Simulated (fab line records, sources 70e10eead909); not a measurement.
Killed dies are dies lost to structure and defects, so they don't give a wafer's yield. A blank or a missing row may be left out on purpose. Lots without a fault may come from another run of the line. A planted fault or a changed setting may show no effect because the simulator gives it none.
Chamber matching | flow nand_harc | NHARC_A_STAIRCASE_DESCUM_270 on rie_diel-10: 4 sister chambers
The step chemistry O2, time 3 s. 20 wafers are shown with their chamber, then 10 later ones without.

WAFERS WITH THEIR CHAMBER
wafer  | chamber | drypump_motor_current_A (A) | throttle_valve_pct (%) | showerhead_plenum_p_Torr (Torr)
L076.1 | 3       | 5.8                         | 11.315                 | 1.77
L076.3 | 0       | 5.6                         | 11.309                 | 1.90
L076.5 | 2       | 5.7                         | 11.302                 | 1.89
L077.2 | 3       | 5.9                         | 11.325                 | 1.77
L077.3 | 2       | 5.7                         | 11.317                 | 1.89
L077.5 | 1       | 5.2                         | 11.303                 | 1.95
L078.2 | 0       | 5.6                         | 11.315                 | 1.90
L078.3 | 2       | 5.7                         | 11.306                 | 1.89
L078.5 | 3       | 5.9                         | 11.318                 | 1.77
L080.1 | 2       | 5.7                         | 11.334                 | 1.89
L080.4 | 0       | 5.7                         | 11.315                 | 1.90
L080.6 | 2       | 5.7                         | 11.306                 | 1.89
L081.1 | 2       | 5.7                         | 11.303                 | 1.89
L081.2 | 3       | 5.9                         | 11.319                 | 2.08
L081.5 | 3       | 5.9                         | 11.301                 | 2.08
L086.1 | 2       | 5.7                         | 11.310                 | 1.88
L086.2 | 3       | 5.9                         | 11.309                 | 2.07
L086.3 | 1       | 5.2                         | 11.302                 | 1.94
L086.4 | 0       | 5.7                         | 11.311                 | 1.89
L086.5 | 1       | 5.1                         | 11.308                 | 1.94

SIGNATURES (means of the wafers above)
reading                  | chamber 0 | chamber 1 | chamber 2 | chamber 3 | scatter within a chamber
drypump_motor_current_A  | 5.650     | 5.167     | 5.700     | 5.883     | 0.0395
throttle_valve_pct       | 11.31250  | 11.30433  | 11.31114  | 11.31450  | 0.00853
showerhead_plenum_p_Torr | 1.8975    | 1.9433    | 1.8886    | 1.9233    | 0.094
Rule: a wafer's distance from a chamber is the root of the sum, over the readings, of the square of ((its reading less the chamber's mean) divided by the reading's scatter). The wafer belongs to the nearest chamber; if the next one is less than 2 further off, it can't be placed. The scatter: the root of (the sum of the squares of (reading less its chamber's mean) over the shown wafers, divided by (wafers less chambers)).

WAFERS WITHOUT THEIR CHAMBER
wafer  | drypump_motor_current_A (A) | throttle_valve_pct (%) | showerhead_plenum_p_Torr (Torr)
L086.6 | 5.6                         | 11.302                 | 1.89
L092.2 | 5.2                         | 11.301                 | 1.94
L092.5 | 5.2                         | 11.335                 | 1.94
L092.6 | 5.7                         | 11.319                 | 1.88
L093.1 | 5.2                         | 11.329                 | 1.93
L093.2 | 5.7                         | 11.319                 | 1.87
L093.6 | 5.7                         | 11.321                 | 1.88
L095.1 | 5.9                         | 11.305                 | 2.06
L095.2 | 5.2                         | 11.318                 | 1.93
L095.5 | 5.2                         | 11.313                 | 1.93

WHICH CHAMBER EACH WENT THROUGH
wafer  | from the rows above     | in truth
L086.6 | can't be placed: 0 or 2 | 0
L092.2 | 1                       | 1
L092.5 | 1                       | 1
L092.6 | can't be placed: 2 or 0 | 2
L093.1 | 1                       | 1
L093.2 | can't be placed: 2 or 0 | 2
L093.6 | can't be placed: 2 or 0 | 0
L095.1 | 3                       | 3
L095.2 | 1                       | 1
L095.5 | 1                       | 1
Placed correctly: 6 of 10. Can't be placed from these rows: 4 (the true chamber is among the candidates in 4). Placed wrongly: 0.
